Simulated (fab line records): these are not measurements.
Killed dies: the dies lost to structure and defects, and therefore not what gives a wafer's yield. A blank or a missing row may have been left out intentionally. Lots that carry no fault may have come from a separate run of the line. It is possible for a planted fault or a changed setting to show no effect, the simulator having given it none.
Struck lot and sound lot, side by side | flow nand_harc | 14 out of 1302 route steps
Sound: these wafers, L457.1, L457.5, L457.6. Struck: wafer L466.4. (L466.5 of the same lot was not struck and is left out.) The cause comes at the end.
Per side, at each step with rows, come the tool, then ch with its chambers, and then its first start. Under that, the readings that differ: sound wafers | struck wafers | difference of the means | sigmas: that difference in standard deviations of wafers without a fault.
alike: a reading whose means differ by less than 2 such deviations, as well as words and numbers matching on both sides. not compared: withheld readings; readings where some wafer has no value; bounds like >300 that might hide an equal value; numbers whose values overlap and for which the record gives no deviation.
Wherever a step has rows on one side only, a row that says differs or no value, or a row with sigmas, the two part there. Numbers that have no deviation but don't overlap get no sigmas and don't part them. Lack of a reading on every wafer of one side parts them only where that side has two or more wafers.

first, 4 steps without rows for these wafers: NHARC_A_WL_FILL_STRIP_28 (strips in post etch residue remover, time 1200 s); NHARC_A_WL_FILL_PRECLEAN_06 (cleans in DIW, time 300 s); NHARC_A_WL_FILL_SRD_07; NHARC_A_WL_FILL_ANNEAL_08 (time 1800 s).
NHARC_A_WL_FILL_ALD_10: deposits SiO2, target thk 50 nm, pulse time 10 s, ald cycles 500.
  sound on ald_hk-04 ch 1,2, day 23 09:10; struck on ald_hk-02 ch 2, day 27 09:19
  reading                    | sound             | struck | difference | sigmas
  precursor_pulse_height_rel | 0.973 0.994 0.986 | 1.027  | +0.043     | +2
  alike: heater_power_w
NHARC_A_WL_FILL_ETCHBACK_16: etches the open film in C4F8/O2/Ar, target depth 120 nm, time 24 s.
  sound: rie_diel-03 ch 0,1,2; struck: rie_diel-07 ch 0
  reading               | sound          | struck | difference | sigmas
  oes_product_au (a.u.) | 0.93 0.94 0.94 | 1.01   | +0.07      | +2
  alike: rf_vpp_V, run_length_s
  not compared: rf_hours_counter_h
NHARC_A_WL_FILL_STRIP_29: strips in O2, time 20 s.
  sound on rie_diel-03 ch 1,2, day 23 13:52; struck on rie_diel-07 ch 1, day 27 13:34
  alike: drypump_motor_current_A, oes_product_au, rf_vpp_V, showerhead_plenum_p_Torr, throttle_valve_pct
  not compared: rf_hours_counter_h
NHARC_A_WL_FILL_ETCHBACK_17: etches the open film in Cl2/BCl3, target depth 4 nm, time 26.7 s.
  sound on rie_metal-03 ch 0,1, day 23 13:56; struck on rie_metal-03 ch 0, day 27 13:41
  alike: drypump_motor_current_A, oes_product_au, run_length_s
  not compared: rf_hours_counter_h
then, 3 steps without rows for these wafers: NHARC_A_WL_FILL_PRECLEAN_18 (cleans in dHF, time 30 s); NHARC_A_WL_FILL_SRD_21; NHARC_A_WL_FILL_CVD_23 (deposits poly-Si, target thk 40 nm, time 800 s).
NHARC_A_WL_FILL_ETCHBACK_26: etches the open film in HBr, target depth 52 nm, time 13.3 s.
  sound on rie_si-02 ch 0,1, day 23 19:04; struck on rie_si-05 ch 2, day 27 18:53
  reading          | sound          | struck | difference | sigmas
  run_length_s (s) | 35.2 34.8 34.9 | 31.7   | -3.3       | -8
  alike: drypump_motor_current_A, oes_product_au, throttle_valve_pct
  not compared: rf_hours_counter_h
then, 1 step without rows for these wafers: NHARC_A_WL_FILL_PRECLEAN_30 (cleans in dHF, time 10 s).
-- jump in the record: it breaks off in module A_WL_FILL and resumes in module END (first step shown: number 1302 of the route), and 4 days separate the struck wafers' starts before and after --
NHARC_END_SORT_01:
  sound on prober-01 ch 0, day 27 02:10; struck on prober-02 ch 0, day 31 08:35
  alike: killed_at_array, killed_at_other, killed_at_periphery, killed_dies, killed_open, killed_short

WHERE THEY PART
Earliest at NHARC_A_WL_FILL_ALD_10; latest, in this record, at NHARC_A_WL_FILL_ETCHBACK_26. Later steps at which nothing parts them and some readings are alike: NHARC_END_SORT_01.

WHY: the cause the simulator had injected
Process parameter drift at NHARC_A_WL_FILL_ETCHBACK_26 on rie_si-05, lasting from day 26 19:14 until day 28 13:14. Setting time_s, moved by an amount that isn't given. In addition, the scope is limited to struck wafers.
